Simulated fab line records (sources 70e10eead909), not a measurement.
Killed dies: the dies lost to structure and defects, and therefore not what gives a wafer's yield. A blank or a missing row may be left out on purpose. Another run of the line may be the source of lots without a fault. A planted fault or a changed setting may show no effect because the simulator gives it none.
Struck lot and sound lot, side by side :: flow nandHarc :: 14 out of 1302 route steps
Sound: the wafers L750.1, L750.2, L750.3. Wafers L743.2, L743.4, L743.6 were the ones struck. Last of all comes the cause.
Per side, at each step with rows, come the tool, then ch with its chambers, and then its first start. Under that, the readings that differ: sound wafers :: struck wafers :: difference of the means :: sigmas: that difference in standard deviations of wafers without a fault.
alike: readings with means less than 2 such deviations apart, plus words and numbers identical on both sides. not compared: withheld readings, readings lacking a value on some wafer, bounds such as >300 that could conceal the same value, and numbers that have no deviation in the record and whose values overlap.
A row with sigmas, a row that says differs or no value, or rows on one side alone: a step with any of these is where the two part. Non-overlapping numbers with no deviation appear without sigmas and do not part them. A reading missing from all wafers of one side parts the sides only when that side holds two or more wafers.

NHARC_A_STAIRCASE_DEP_280: deposits SiON, target thk 30 nm.
  sound on pecvd-01 ch 0,1,2, day 26 06:29; struck on pecvd-04 ch 0,1,2, day 23 06:47
  alike: heaterPowerW
then, 9 steps without rows for these wafers: NHARC_A_STAIRCASE_DEHYDRATE_281 (time 120 s); NHARC_A_STAIRCASE_HMDS_282 (time 30 s); NHARC_A_STAIRCASE_COAT_283; NHARC_A_STAIRCASE_SOFTBAKE_284 (time 170 s); NHARC_A_STAIRCASE_EBR_285; NHARC_A_STAIRCASE_EXPOSE_286 (exposes mask CHOP 100); NHARC_A_STAIRCASE_PEB_287 (peb time 130 s); NHARC_A_STAIRCASE_DEVELOP_288 (time 140 s); NHARC_A_STAIRCASE_HARDBAKE_290 (time 140 s).
NHARC_A_STAIRCASE_DESCUM_291: chemistry O2, time 3 s.
  sound on rieDiel-10 ch 0,1,3, day 26 07:28; struck on rieDiel-03 ch 1,2,3, day 23 08:26
  alike: drypumpMotorCurrentA, oesProductAu, rfVppV, showerheadPlenumPTorr, throttleValvePct
  not compared: rfHoursCounterH
NHARC_A_STAIRCASE_ETCH_292: etches the open film in CF4/CHF3.
  sound on rieDiel-10 ch 0,1,2, day 26 07:34; struck on rieDiel-03 ch 0,1,2, day 23 08:31
  no value came back on the struck wafers for any of 8 readings (biasW (W), cf4FlowSccm (sccm) and others); on the sound wafers biasW (W) reads 199.1 200.0 199.5
NHARC_A_STAIRCASE_HM_OPEN_460: chemistry O2/COS.
  sound on rieDiel-10 ch 0,1,2; struck on rieDiel-03 ch 1,2,3, day 23 08:41
  alike: drypumpMotorCurrentA, oesProductAu, rfVppV, showerheadPlenumPTorr, throttleValvePct
  not compared: rfHoursCounterH
-- the record jumps here: 10 days lie between the struck wafers' starts before and after (it left off in module A_STAIRCASE and takes up again in module END, whose first step shown is number 1302 of the route) --
NHARC_END_SORT_01:
  here the record holds rows for the struck wafers (prober-01 ch 0, day 33 00:55) but none for the sound ones

== WHERE THEY PART ==
At NHARC_A_STAIRCASE_ETCH_292 first; at NHARC_END_SORT_01 last (within this record only).

WHY: the cause the simulator had injected
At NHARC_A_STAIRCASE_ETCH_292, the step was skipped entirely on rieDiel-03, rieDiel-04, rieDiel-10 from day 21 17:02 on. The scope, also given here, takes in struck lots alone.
